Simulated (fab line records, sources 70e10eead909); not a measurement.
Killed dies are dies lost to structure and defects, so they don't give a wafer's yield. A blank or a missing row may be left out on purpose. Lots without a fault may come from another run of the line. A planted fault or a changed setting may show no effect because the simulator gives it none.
Chamber matching | flow nand_harc | NHARC_A_STAIRCASE_TRIM_220 on rie_diel-07: 4 sister chambers
The step chemistry O2, time 211.2 s. 16 wafers are shown with their chamber, then 8 later ones without.

WAFERS WITH THEIR CHAMBER
wafer  | chamber | showerhead_plenum_p_Torr (Torr) | drypump_motor_current_A (A) | rf_vpp_V (V)
L079.2 | 0       | 3.32                            | 6.0                         | 57.2
L079.4 | 1       | 3.63                            | 5.3                         | 58.0
L079.6 | 2       | 3.79                            | 6.2                         | 59.0
L080.4 | 2       | 3.79                            | 6.1                         | 58.1
L080.5 | 2       | 3.79                            | 6.1                         | 59.0
L080.6 | 3       | 3.38                            | 5.5                         | 56.9
L085.3 | 3       | 3.37                            | 5.5                         | 58.8
L085.5 | 3       | 3.37                            | 5.5                         | 56.9
L085.6 | 0       | 3.31                            | 6.0                         | 56.1
L088.2 | 2       | 3.77                            | 6.2                         | 58.4
L088.5 | 0       | 3.30                            | 6.0                         | 56.9
L088.6 | 3       | 3.37                            | 5.4                         | 56.8
L091.1 | 2       | 3.77                            | 6.2                         | 58.3
L091.2 | 0       | 3.30                            | 6.0                         | 57.8
L091.4 | 1       | 3.61                            | 5.3                         | 57.9
L090.3 | 2       | 3.77                            | 6.1                         | 59.3

SIGNATURES (means of the wafers above)
reading                  | chamber 0 | chamber 1 | chamber 2 | chamber 3 | scatter within a chamber
showerhead_plenum_p_Torr | 3.3075    | 3.6200    | 3.7800    | 3.3725    | 0.00979
drypump_motor_current_A  | 6.000     | 5.300     | 6.150     | 5.475     | 0.0433
rf_vpp_V                 | 57.000    | 57.950    | 58.683    | 57.350    | 0.675
Rule: a wafer's distance from a chamber is the root of the sum, over the readings, of the square of ((its reading less the chamber's mean) divided by the reading's scatter). The wafer belongs to the nearest chamber; if the next one is less than 2 further off, it can't be placed. The scatter: the root of (the sum of the squares of (reading less its chamber's mean) over the shown wafers, divided by (wafers less chambers)).

WAFERS WITHOUT THEIR CHAMBER
wafer  | showerhead_plenum_p_Torr (Torr) | drypump_motor_current_A (A) | rf_vpp_V (V)
L090.5 | 3.30                            | 6.0                         | 56.7
L090.6 | 3.37                            | 5.4                         | 56.4
L093.4 | 3.61                            | 5.3                         | 58.3
L093.5 | 3.61                            | 5.3                         | 57.5
L093.6 | 3.30                            | 6.0                         | 58.2
L096.1 | 3.29                            | 6.0                         | 58.7
L096.2 | 3.60                            | 5.3                         | 59.2
L096.6 | 3.76                            | 6.1                         | 58.7

WHICH CHAMBER EACH WENT THROUGH
wafer  | from the rows above | in truth
L090.5 | 0                   | 0
L090.6 | 3                   | 3
L093.4 | 1                   | 1
L093.5 | 1                   | 1
L093.6 | 0                   | 0
L096.1 | 0                   | 0
L096.2 | 1                   | 1
L096.6 | 2                   | 2
Placed correctly: 8 of 8. Can't be placed from these rows: 0. Placed wrongly: 0.
